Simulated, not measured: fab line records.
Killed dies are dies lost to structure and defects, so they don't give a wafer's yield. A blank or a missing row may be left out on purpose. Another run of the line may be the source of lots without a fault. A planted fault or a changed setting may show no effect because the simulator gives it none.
fab line records    flow n5_finfet
record lots=24  wafers=72  last_day=18
route steps=1938 shown BEOL_M1@817
lots that met no fault: from a run of the same line without faults
start_h: start of the lot's first displayed wafer, in hours after the record's first day    wait_h: hours elapsed since this lot's preceding step    " unchanged from the row above    L1.1+2: a row that stands for several wafers    - either no value or no given start    * or withheld: withheld    < > ~ a bound
route shown NAME@n: names a module that has steps shown in the file, with the first one's number in the route    usual: mean/standard deviation of fault-free wafers    same: alike in all rows    chamber/n: place in a boat    sites: per-site readings    _std_site: their standard deviation    _edge_site: inner sites' mean taken away from outer sites' mean    radius_mm: for every site, how far away it sits from the centre of the wafer    mask NAME#n: copy n    behind: tool/chamber where the wafer was last shaped    hold: cause of the lot's hold/its duration in hours/its outcome    device: the n, p or np transistor that did not switch    end of line: the route-end tests of the same wafers    where a step has no rows: the recipe by itself    killed: at the first sort, the dies lost to defects and structure; wafer yield is something else    map: a wafer's dies, marking killed ones x, the rest . and places with no die _
set.NAME: the setting the step ran with; set.NAME@STEP: the setting that earlier step ran with    model.NAME: the simulator's own value behind a step, which no gauge read
the route's steps for a sample of lots (tables are steps, rows are wafers)
services: a tool's chamber out of use, with start hour (start_h, from the record's first day; less than 0 if before it), hours out, and reason
## steps
# step N5_BEOL_M1_ANNEAL_80
# recipe temp_c=400  time_s=240  ambient=vacuum
# usual heater_power_w=851/65
lot.wafer  tool            chamber  start_h  wait_h  heater_power_w
L075.1     pvd_sputter-02  -        135.33   0.0     790
L075.3     "               -        "        "       897
L075.6     "               -        "        "       883
L076.3     pvd_sputter-02  -        140.42   0.0     772
L076.4     "               -        "        "       896
L076.6     "               -        "        "       796
L074.4     pvd_sputter-02  -        143.60   0.0     859
L074.5     "               -        "        "       773
L074.6     "               -        "        "       810
L078.3     pvd_sputter-02  -        152.88   0.0     861
L078.4     "               -        "        "       788
L078.5     "               -        "        "       873
L077.1     pvd_sputter-03  -        153.33   0.0     739
L077.2     "               -        "        "       845
L077.6     "               -        "        "       881
L079.1     pvd_sputter-03  -        159.84   0.0     723
L079.4     "               -        "        "       883
L079.5     "               -        "        "       921
L080.2     pvd_sputter-01  -        163.20   0.0     832
L080.3     "               -        "        "       932
L080.5     "               -        "        "       970
L081.2     pvd_sputter-02  -        170.66   0.0     868
L081.3     "               -        "        "       813
L081.6     "               -        "        "       876
L082.1     pvd_sputter-01  -        182.75   0.0     941
L082.4     "               -        "        "       922
L082.5     "               -        "        "       841
L083.1     pvd_sputter-02  -        190.62   0.0     890
L083.3     "               -        "        "       779
L083.4     "               -        "        "       778
L084.1     pvd_sputter-03  -        197.29   0.0     836
L084.3     "               -        "        "       868
L084.6     "               -        "        "       920
L085.1     pvd_sputter-03  -        210.13   0.0     903
L085.4     "               -        "        "       932
L085.5     "               -        "        "       890
L086.3     pvd_sputter-03  -        212.07   0.0     796
L086.5     "               -        "        "       718
L086.6     "               -        "        "       782
L088.2     pvd_sputter-01  -        213.95   0.0     969
L088.3     "               -        "        "       847
L088.4     "               -        "        "       896
L087.1     pvd_sputter-02  -        216.60   0.0     765
L087.3     "               -        "        "       757
L087.5     "               -        "        "       850
L089.2     pvd_sputter-01  -        219.55   0.0     966
L089.3     "               -        "        "       868
L089.4     "               -        "        "       937
L090.1     pvd_sputter-02  -        229.59   0.0     875
L090.3     "               -        "        "       889
L090.4     "               -        "        "       779
L091.3     pvd_sputter-02  -        234.95   0.0     788
L091.4     "               -        "        "       773
L091.5     "               -        "        "       881
L093.1     pvd_sputter-01  -        266.31   0.0     948
L093.4     "               -        "        "       891
L093.5     "               -        "        "       886
L092.4     pvd_sputter-03  -        267.09   0.0     879
L092.5     "               -        "        "       949
L092.6     "               -        "        "       835
L095.2     pvd_sputter-02  -        270.02   0.0     835
L095.3     "               -        "        "       768
L095.6     "               -        "        "       793
L094.1     pvd_sputter-03  -        270.19   0.0     933
L094.2     "               -        "        "       866
L094.4     "               -        "        "       839
L097.2     pvd_sputter-02  -        271.86   0.0     899
L097.3     "               -        "        "       765
L097.5     "               -        "        "       753
L096.3     pvd_sputter-03  -        274.19   0.0     732
L096.4     "               -        "        "       848
L096.5     "               -        "        "       841
# step N5_BEOL_M1_ANNEAL_87
# recipe temp_c=400  time_s=240  ambient=vacuum
# usual heater_power_w=853/68
lot.wafer  tool            chamber  start_h  wait_h  heater_power_w
L075.1     pvd_sputter-02  -        135.77   0.0     803
L075.3     "               -        "        "       906
L075.6     "               -        "        "       851
L076.3     pvd_sputter-02  -        142.20   0.0     755
L076.4     "               -        "        "       888
L076.6     "               -        "        "       779
L074.4     pvd_sputter-02  -        144.04   0.0     884
L074.5     "               -        "        "       773
L074.6     "               -        "        "       800
L078.3     pvd_sputter-02  -        153.32   0.0     870
L078.4     "               -        "        "       791
L078.5     "               -        "        "       887
L077.1     pvd_sputter-03  -        153.77   0.0     735
L077.2     "               -        "        "       813
L077.6     "               -        "        "       869
L079.1     pvd_sputter-03  -        160.28   0.0     742
L079.4     "               -        "        "       882
L079.5     "               -        "        "       942
L080.2     pvd_sputter-01  -        163.64   0.0     844
L080.3     "               -        "        "       921
L080.5     "               -        "        "       996
L081.2     pvd_sputter-02  -        171.10   0.0     875
L081.3     "               -        "        "       776
L081.6     "               -        "        "       872
L082.1     pvd_sputter-01  -        183.19   0.0     983
L082.4     "               -        "        "       920
L082.5     "               -        "        "       845
L083.1     pvd_sputter-02  -        191.06   0.0     917
L083.3     "               -        "        "       798
L083.4     "               -        "        "       759
L084.1     pvd_sputter-03  -        197.73   0.0     835
L084.3     "               -        "        "       865
L084.6     "               -        "        "       942
L085.1     pvd_sputter-03  -        210.57   0.0     890
L085.4     "               -        "        "       925
L085.5     "               -        "        "       882
L086.3     pvd_sputter-03  -        212.51   0.0     838
L086.5     "               -        "        "       728
L086.6     "               -        "        "       808
L088.2     pvd_sputter-01  -        214.39   0.0     979
L088.3     "               -        "        "       829
L088.4     "               -        "        "       894
L087.1     pvd_sputter-02  -        217.04   0.0     779
L087.3     "               -        "        "       763
L087.5     "               -        "        "       874
L089.2     pvd_sputter-01  -        219.99   0.0     984
L089.3     "               -        "        "       853
L089.4     "               -        "        "       936
L090.1     pvd_sputter-02  -        230.03   0.0     869
L090.3     "               -        "        "       896
L090.4     "               -        "        "       752
L091.3     pvd_sputter-02  -        235.39   0.0     796
L091.4     "               -        "        "       796
L091.5     "               -        "        "       878
L093.1     pvd_sputter-01  -        266.75   0.0     962
L093.4     "               -        "        "       896
L093.5     "               -        "        "       853
L092.4     pvd_sputter-03  -        267.53   0.0     864
L092.5     "               -        "        "       943
L092.6     "               -        "        "       832
L095.2     pvd_sputter-02  -        270.46   0.0     847
L095.3     "               -        "        "       765
L095.6     "               -        "        "       797
L094.1     pvd_sputter-03  -        270.63   0.0     921
L094.2     "               -        "        "       868
L094.4     "               -        "        "       816
L097.2     pvd_sputter-02  -        272.30   0.0     907
L097.3     "               -        "        "       778
L097.5     "               -        "        "       791
L096.3     pvd_sputter-03  -        274.63   0.0     708
L096.4     "               -        "        "       853
L096.5     "               -        "        "       831
# step N5_BEOL_M1_SPUTTER_88
# recipe material=Cu  target_thk_a=45  temp_c=-20  chamber_pressure_pa=0.07  power_w=withheld  time_s=8.29
# usual throttle_valve_pct=30.3/1
lot.wafer  tool            chamber  start_h  wait_h  throttle_valve_pct
L075.1     pvd_sputter-02  -        135.91   0.1     29.5
L075.3     "               -        "        "       31.2
L075.6     "               -        "        "       31.4
L076.3     pvd_sputter-02  -        142.34   0.1     30.8
L076.4     "               -        "        "       31.3
L076.6     "               -        "        "       29.6
L074.4     pvd_sputter-02  -        144.18   0.1     31.2
L074.5     "               -        "        "       30.8
L074.6     "               -        "        "       29.6
L078.3     pvd_sputter-02  -        153.46   0.1     31.0
L078.4     "               -        "        "       29.2
L078.5     "               -        "        "       31.1
L077.1     pvd_sputter-03  -        153.91   0.1     29.4
L077.2     "               -        "        "       28.9
L077.6     "               -        "        "       31.4
L079.1     pvd_sputter-03  -        160.42   0.1     29.3
L079.4     "               -        "        "       31.6
L079.5     "               -        "        "       31.6
L080.2     pvd_sputter-01  -        163.78   0.1     29.6
L080.3     "               -        "        "       28.9
L080.5     "               -        "        "       28.9
L081.2     pvd_sputter-02  -        171.24   0.1     31.2
L081.3     "               -        "        "       29.6
L081.6     "               -        "        "       31.2
L082.1     pvd_sputter-01  -        183.33   0.1     28.7
L082.4     "               -        "        "       28.7
L082.5     "               -        "        "       29.5
L083.1     pvd_sputter-02  -        191.20   0.1     31.3
L083.3     "               -        "        "       29.4
L083.4     "               -        "        "       30.9
L084.1     pvd_sputter-03  -        197.87   0.1     28.9
L084.3     "               -        "        "       31.5
L084.6     "               -        "        "       31.9
L085.1     pvd_sputter-03  -        210.71   0.1     31.7
L085.4     "               -        "        "       31.5
L085.5     "               -        "        "       31.5
L086.3     pvd_sputter-03  -        212.65   0.1     28.6
L086.5     "               -        "        "       29.1
L086.6     "               -        "        "       29.0
L088.2     pvd_sputter-01  -        214.53   0.1     28.8
L088.3     "               -        "        "       29.6
L088.4     "               -        "        "       31.1
L087.1     pvd_sputter-02  -        217.18   0.1     29.6
L087.3     "               -        "        "       31.1
L087.5     "               -        "        "       31.1
L089.2     pvd_sputter-01  -        220.13   0.1     28.9
L089.3     "               -        "        "       30.7
L089.4     "               -        "        "       29.1
L090.1     pvd_sputter-02  -        230.17   0.1     31.0
L090.3     "               -        "        "       31.3
L090.4     "               -        "        "       30.8
L091.3     pvd_sputter-02  -        235.53   0.1     29.5
L091.4     "               -        "        "       30.8
L091.5     "               -        "        "       30.9
L093.1     pvd_sputter-01  -        266.89   0.1     28.7
L093.4     "               -        "        "       31.2
L093.5     "               -        "        "       31.3
L092.4     pvd_sputter-03  -        267.67   0.1     31.4
L092.5     "               -        "        "       31.5
L092.6     "               -        "        "       28.8
L095.2     pvd_sputter-02  -        270.60   0.1     31.3
L095.3     "               -        "        "       31.0
L095.6     "               -        "        "       29.6
L094.1     pvd_sputter-03  -        270.77   0.1     31.6
L094.2     "               -        "        "       31.3
L094.4     "               -        "        "       28.8
L097.2     pvd_sputter-02  -        272.44   0.1     31.0
L097.3     "               -        "        "       30.8
L097.5     "               -        "        "       29.6
L096.3     pvd_sputter-03  -        274.77   0.1     29.2
L096.4     "               -        "        "       28.7
L096.5     "               -        "        "       28.7
# step N5_BEOL_M1_SPUTTER_94
# recipe material=Cu  target_thk_a=45  temp_c=-20  chamber_pressure_pa=0.07  power_w=withheld  time_s=8.29
# usual throttle_valve_pct=30.3/1
lot.wafer  tool            chamber  start_h  wait_h  throttle_valve_pct
L075.1     pvd_sputter-02  -        136.57   0.1     29.6
L075.3     "               -        "        "       31.1
L075.6     "               -        "        "       31.0
L076.3     pvd_sputter-02  -        143.00   0.1     31.1
L076.4     "               -        "        "       31.2
L076.6     "               -        "        "       29.6
L074.4     pvd_sputter-02  -        144.84   0.1     31.0
L074.5     "               -        "        "       30.9
L074.6     "               -        "        "       29.4
L078.3     pvd_sputter-02  -        154.12   0.1     31.1
L078.4     "               -        "        "       29.6
L078.5     "               -        "        "       31.3
L077.1     pvd_sputter-03  -        154.57   0.1     29.1
L077.2     "               -        "        "       29.0
L077.6     "               -        "        "       31.6
L079.1     pvd_sputter-03  -        161.08   0.1     29.0
L079.4     "               -        "        "       31.4
L079.5     "               -        "        "       31.5
L080.2     pvd_sputter-01  -        164.44   0.1     29.3
L080.3     "               -        "        "       28.6
L080.5     "               -        "        "       28.9
L081.2     pvd_sputter-02  -        171.90   0.1     31.0
L081.3     "               -        "        "       29.8
L081.6     "               -        "        "       31.1
L082.1     pvd_sputter-01  -        183.99   0.1     29.0
L082.4     "               -        "        "       28.7
L082.5     "               -        "        "       29.2
L083.1     pvd_sputter-02  -        191.86   0.1     31.2
L083.3     "               -        "        "       29.7
L083.4     "               -        "        "       30.7
L084.1     pvd_sputter-03  -        198.53   0.1     28.9
L084.3     "               -        "        "       31.4
L084.6     "               -        "        "       31.5
L085.1     pvd_sputter-03  -        211.37   0.1     31.6
L085.4     "               -        "        "       31.5
L085.5     "               -        "        "       31.2
L086.3     pvd_sputter-03  -        213.31   0.1     28.7
L086.5     "               -        "        "       29.2
L086.6     "               -        "        "       29.0
L088.2     pvd_sputter-01  -        215.19   0.1     29.1
L088.3     "               -        "        "       29.6
L088.4     "               -        "        "       31.0
L087.1     pvd_sputter-02  -        217.84   0.1     29.6
L087.3     "               -        "        "       30.9
L087.5     "               -        "        "       31.1
L089.2     pvd_sputter-01  -        220.79   0.1     28.7
L089.3     "               -        "        "       30.8
L089.4     "               -        "        "       28.9
L090.1     pvd_sputter-02  -        230.83   0.1     31.0
L090.3     "               -        "        "       31.2
L090.4     "               -        "        "       30.7
L091.3     pvd_sputter-02  -        236.19   0.1     29.3
L091.4     "               -        "        "       30.8
L091.5     "               -        "        "       31.0
L093.1     pvd_sputter-01  -        267.55   0.1     29.2
L093.4     "               -        "        "       30.8
L093.5     "               -        "        "       31.3
L092.4     pvd_sputter-03  -        268.33   0.1     31.3
L092.5     "               -        "        "       31.7
L092.6     "               -        "        "       28.9
L095.2     pvd_sputter-02  -        271.26   0.1     31.1
L095.3     "               -        "        "       31.1
L095.6     "               -        "        "       29.4
L094.1     pvd_sputter-03  -        271.43   0.1     31.4
L094.2     "               -        "        "       31.2
L094.4     "               -        "        "       28.8
L097.2     pvd_sputter-02  -        273.10   0.1     31.3
L097.3     "               -        "        "       30.7
L097.5     "               -        "        "       29.3
L096.3     pvd_sputter-03  -        275.43   0.1     29.0
L096.4     "               -        "        "       28.7
L096.5     "               -        "        "       28.8
# step N5_BEOL_M1_ANNEAL_95
# recipe temp_c=400  time_s=240  ambient=vacuum
# usual heater_power_w=852/65
lot.wafer  tool            chamber  start_h  wait_h  heater_power_w
L075.1     pvd_sputter-02  -        136.65   0.0     787
L075.3     "               -        "        "       914
L075.6     "               -        "        "       857
L076.3     pvd_sputter-02  -        143.08   0.0     785
L076.4     "               -        "        "       909
L076.6     "               -        "        "       807
L074.4     pvd_sputter-02  -        144.92   0.0     872
L074.5     "               -        "        "       784
L074.6     "               -        "        "       807
L078.3     pvd_sputter-02  -        154.20   0.0     887
L078.4     "               -        "        "       805
L078.5     "               -        "        "       905
L077.1     pvd_sputter-03  -        154.65   0.0     740
L077.2     "               -        "        "       810
L077.6     "               -        "        "       878
L079.1     pvd_sputter-03  -        161.16   0.0     734
L079.4     "               -        "        "       879
L079.5     "               -        "        "       959
L080.2     pvd_sputter-01  -        164.52   0.0     828
L080.3     "               -        "        "       919
L080.5     "               -        "        "       957
L081.2     pvd_sputter-02  -        171.98   0.0     878
L081.3     "               -        "        "       772
L081.6     "               -        "        "       857
L082.1     pvd_sputter-01  -        184.07   0.0     958
L082.4     "               -        "        "       933
L082.5     "               -        "        "       841
L083.1     pvd_sputter-02  -        191.94   0.0     898
L083.3     "               -        "        "       778
L083.4     "               -        "        "       766
L084.1     pvd_sputter-03  -        198.61   0.0     821
L084.3     "               -        "        "       877
L084.6     "               -        "        "       940
L085.1     pvd_sputter-03  -        211.45   0.0     884
L085.4     "               -        "        "       949
L085.5     "               -        "        "       873
L086.3     pvd_sputter-03  -        213.39   0.0     811
L086.5     "               -        "        "       730
L086.6     "               -        "        "       812
L088.2     pvd_sputter-01  -        215.27   0.0     956
L088.3     "               -        "        "       830
L088.4     "               -        "        "       875
L087.1     pvd_sputter-02  -        217.92   0.0     777
L087.3     "               -        "        "       766
L087.5     "               -        "        "       858
L089.2     pvd_sputter-01  -        220.87   0.0     955
L089.3     "               -        "        "       896
L089.4     "               -        "        "       909
L090.1     pvd_sputter-02  -        230.91   0.0     848
L090.3     "               -        "        "       890
L090.4     "               -        "        "       781
L091.3     pvd_sputter-02  -        236.27   0.0     816
L091.4     "               -        "        "       773
L091.5     "               -        "        "       849
L093.1     pvd_sputter-01  -        267.63   0.0     951
L093.4     "               -        "        "       876
L093.5     "               -        "        "       921
L092.4     pvd_sputter-03  -        268.41   0.0     860
L092.5     "               -        "        "       930
L092.6     "               -        "        "       821
L095.2     pvd_sputter-02  -        271.34   0.0     860
L095.3     "               -        "        "       784
L095.6     "               -        "        "       809
L094.1     pvd_sputter-03  -        271.51   0.0     924
L094.2     "               -        "        "       888
L094.4     "               -        "        "       818
L097.2     pvd_sputter-02  -        273.18   0.0     909
L097.3     "               -        "        "       769
L097.5     "               -        "        "       781
L096.3     pvd_sputter-03  -        275.51   0.0     733
L096.4     "               -        "        "       824
L096.5     "               -        "        "       821
# step N5_BEOL_M1_CMP_52
# recipe stop_on=SiOC  t_overpolish_s=6.8  down_force_psi=1  platen_rpm=50  clearing_platen_down_force_psi=1.5  clearing_platen_rpm=50  post_cmp_clean=cu_alkaline  target_thk_nm=40  clearing_platen_pad_velocity_m_s=0.99484  pad_velocity_m_s=0.99484
# usual barrier_field_endpoint_s=24.6/0.64  clearing_platen_rpm=49.999/0.029  motor_current_A=6.5/0.6  overpolish_run_s=6.801/0.0086  pad_life_wafers=1068/530  retaining_ring_pressure_frac=1.000/0.0048  slurry_flow_ml_min=150.0/0.5  time_to_endpoint_s=63/3.1
lot.wafer  tool    chamber  start_h  wait_h  barrier_field_endpoint_s  clearing_platen_rpm  motor_current_A  overpolish_run_s  pad_life_wafers  retaining_ring_pressure_frac  slurry_flow_ml_min  time_to_endpoint_s
L075.1     cmp-01  3        137.28   0.3     24.2                      49.975               6.9              6.808             1728             1.001                         149.8               64
L075.3     "       1        "        "       23.6                      49.971               6.4              6.787             1730             0.998                         150.0               63
L075.6     "       0        "        "       24.7                      50.024               6.2              6.793             -                1.001                         151.0               67
L076.3     cmp-02  0        143.75   0.2     24.2                      49.998               6.3              6.797             829              1.008                         150.2               64
L076.4     "       2        "        "       24.8                      50.000               5.9              6.810             831              0.997                         150.4               61
L076.6     "       3        "        "       23.8                      49.987               5.8              6.789             -                1.003                         150.6               63
L074.4     cmp-02  2        145.56   0.1     23.8                      49.981               5.9              6.800             846              0.998                         149.7               59
L074.6     "       2        "        "       24.0                      49.948               5.8              6.809             -                1.000                         150.4               58
L074.5     "       3        "        "       24.2                      49.974               6.0              6.802             -                0.999                         150.3               60
L078.4     cmp-01  1        154.88   0.1     24.8                      50.014               6.0              6.795             1884             1.002                         150.0               64
L078.3     "       2        "        "       24.6                      49.986               6.2              6.812             1885             0.996                         150.5               65
L078.5     "       2        "        "       25.1                      49.994               6.5              6.798             -                0.993                         150.2               64
L077.2     cmp-03  0        155.32   0.2     24.4                      49.936               7.2              6.795             715              0.999                         150.3               62
L077.1     "       1        "        "       24.5                      50.008               6.5              6.790             716              0.995                         149.8               66
L077.6     "       3        "        "       25.0                      49.987               7.4              6.790             -                0.998                         150.6               63
L079.1     cmp-03  2        161.79   0.3     24.9                      49.968               6.9              6.797             756              0.996                         150.0               65
L079.4     "       1        "        "       25.2                      49.990               6.7              6.804             759              1.002                         150.6               66
L079.5     "       2        "        "       24.7                      50.000               7.0              6.813             -                0.996                         150.0               62
L080.3     cmp-03  0        165.15   0.2     23.4                      49.981               7.6              6.798             792              1.013                         150.6               59
L080.2     "       1        "        "       23.6                      49.987               6.4              6.796             793              1.003                         150.3               64
L080.5     "       1        "        "       24.6                      50.038               6.1              6.814             -                0.997                         149.6               65
L081.2     cmp-02  0        172.62   0.2     25.4                      50.015               6.3              6.801             1080             1.004                         150.5               62
L081.3     "       2        "        "       24.5                      50.001               6.0              6.799             1082             0.990                         150.1               60
L081.6     "       1        "        "       25.2                      50.066               5.7              6.798             -                1.007                         149.5               59
L082.4     cmp-01  2        184.70   0.1     24.7                      49.950               6.3              6.831             36               0.996                         149.5               64
L082.1     "       3        "        "       24.5                      50.017               7.1              6.790             37               0.999                         150.9               63
L082.5     "       3        "        "       24.4                      50.028               7.0              6.801             -                1.003                         150.6               60
L083.4     cmp-01  2        192.62   0.1     24.3                      49.983               6.5              6.792             126              1.000                         150.1               64
L083.1     "       3        "        "       23.9                      50.003               6.7              6.799             127              1.004                         149.4               62
L083.3     "       1        "        "       23.6                      50.022               6.4              6.789             129              1.003                         150.0               62
L084.1     cmp-02  0        199.24   0.3     24.2                      50.008               6.2              6.787             1254             0.991                         150.3               61
L084.3     "       3        "        "       24.4                      49.992               5.4              6.809             1257             1.000                         150.1               60
L084.6     "       1        "        "       24.5                      49.985               5.6              6.797             -                1.001                         150.3               64
L085.1     cmp-01  1        212.14   0.3     24.2                      49.998               6.2              6.791             283              1.000                         149.8               65
L085.4     "       3        "        "       24.1                      50.061               7.0              6.799             285              0.993                         150.6               63
L085.5     "       1        "        "       24.2                      49.960               6.1              6.797             -                0.999                         149.2               63
L086.3     cmp-02  2        214.15   0.2     23.5                      50.009               5.6              6.800             1381             0.999                         150.8               60
L086.5     "       1        "        "       23.7                      50.016               5.6              6.805             -                0.997                         150.8               62
L086.6     "       2        "        "       23.9                      50.015               6.1              6.793             -                0.999                         150.2               59
L088.4     cmp-02  3        215.92   0.1     24.2                      49.999               5.5              6.785             1404             1.008                         150.6               60
L088.3     "       1        "        "       23.8                      50.018               5.5              6.795             1406             0.998                         149.6               62
L088.2     "       2        "        "       23.4                      50.025               6.0              6.817             1407             1.007                         150.1               60
L087.3     cmp-03  1        218.56   0.2     25.1                      49.992               6.5              6.810             1188             1.011                         150.3               69
L087.1     "       0        "        "       24.8                      49.977               7.7              6.793             1191             1.002                         150.2               64
L087.5     "       1        "        "       25.9                      49.979               6.7              6.806             -                1.002                         150.4               69
L089.2     cmp-01  2        221.55   0.3     24.4                      49.947               6.3              6.806             361              0.995                         150.6               60
L089.4     "       3        "        "       25.3                      49.987               6.5              6.803             362              0.993                         150.0               63
L089.3     "       0        "        "       24.0                      49.951               5.9              6.788             363              0.991                         149.5               63
L090.4     cmp-03  1        231.54   0.1     25.3                      49.973               6.7              6.803             1290             1.005                         150.2               70
L090.1     "       2        "        "       25.9                      50.007               7.3              6.809             1291             0.991                         149.0               70
L090.3     "       0        "        "       24.5                      50.018               7.6              6.803             1293             1.007                         149.2               64
L091.3     cmp-02  0        236.97   0.2     24.6                      50.045               6.2              6.792             1604             1.002                         149.7               60
L091.4     "       1        "        "       25.1                      50.035               5.8              6.811             1605             1.000                         149.5               61
L091.5     "       3        "        "       25.0                      50.020               5.8              6.791             -                0.996                         150.5               63
L093.1     cmp-01  0        268.26   0.3     24.3                      50.034               5.8              6.801             744              0.994                         149.9               63
L093.4     "       1        "        "       24.6                      49.999               5.9              6.798             745              1.005                         150.0               63
L093.5     "       0        "        "       24.9                      50.006               6.1              6.805             -                0.995                         149.5               67
L092.4     cmp-03  0        269.15   0.2     25.2                      50.031               7.8              6.824             1599             1.003                         150.0               64
L092.6     "       1        "        "       25.5                      50.026               6.5              6.820             -                1.004                         149.7               71
L092.5     "       2        "        "       25.8                      50.020               7.4              6.795             -                0.997                         149.1               71
L095.2     cmp-01  1        272.05   0.3     24.0                      49.998               6.0              6.805             776              1.004                         149.5               62
L095.3     "       2        "        "       23.9                      49.970               6.5              6.797             777              1.005                         149.4               64
L095.6     "       3        "        "       24.2                      50.002               7.1              6.798             -                1.003                         149.2               65
L094.4     cmp-03  1        272.14   0.1     25.1                      50.039               6.3              6.816             1620             1.004                         150.2               69
L094.2     "       2        "        "       25.0                      49.997               6.9              6.795             1621             0.998                         150.0               67
L094.1     "       0        "        "       23.8                      49.952               8.0              6.785             1623             1.004                         150.6               62
L097.2     cmp-03  3        273.85   0.2     23.7                      49.990               7.4              6.805             1639             1.001                         150.1               61
L097.3     "       1        "        "       24.7                      49.996               6.5              6.792             1641             1.000                         149.8               66
L097.5     "       3        "        "       23.4                      50.018               7.1              6.817             -                0.999                         149.7               59
L096.3     cmp-03  3        276.84   0.2     24.8                      49.985               6.9              6.799             1668             1.000                         150.2               63
L096.4     "       0        "        "       24.3                      49.942               7.2              6.804             1669             1.007                         150.2               58
L096.5     "       3        "        "       24.6                      49.999               7.3              6.801             -                0.992                         149.7               61
## services
tool            chamber  start_h  hours  kind
pvd_sputter-01  -        129.13   1.9    repair
pvd_sputter-03  -        135.52   1.7    repair
cmp-02          -        140.98   2.3    repair
cmp-01          -        148.66   2.2    repair
pvd_sputter-03  -        172.58   5.0    repair
cmp-01          -        174.91   4.0    pm
cmp-01          -        178.91   -      consumable_replace:conditioner
cmp-01          -        178.91   -      consumable_replace:pad
cmp-01          -        180.08   0.8    repair
cmp-02          -        187.36   5.6    pm
cmp-02          -        241.21   2.3    repair
cmp-01          -        244.66   2.3    repair
## key
fault none
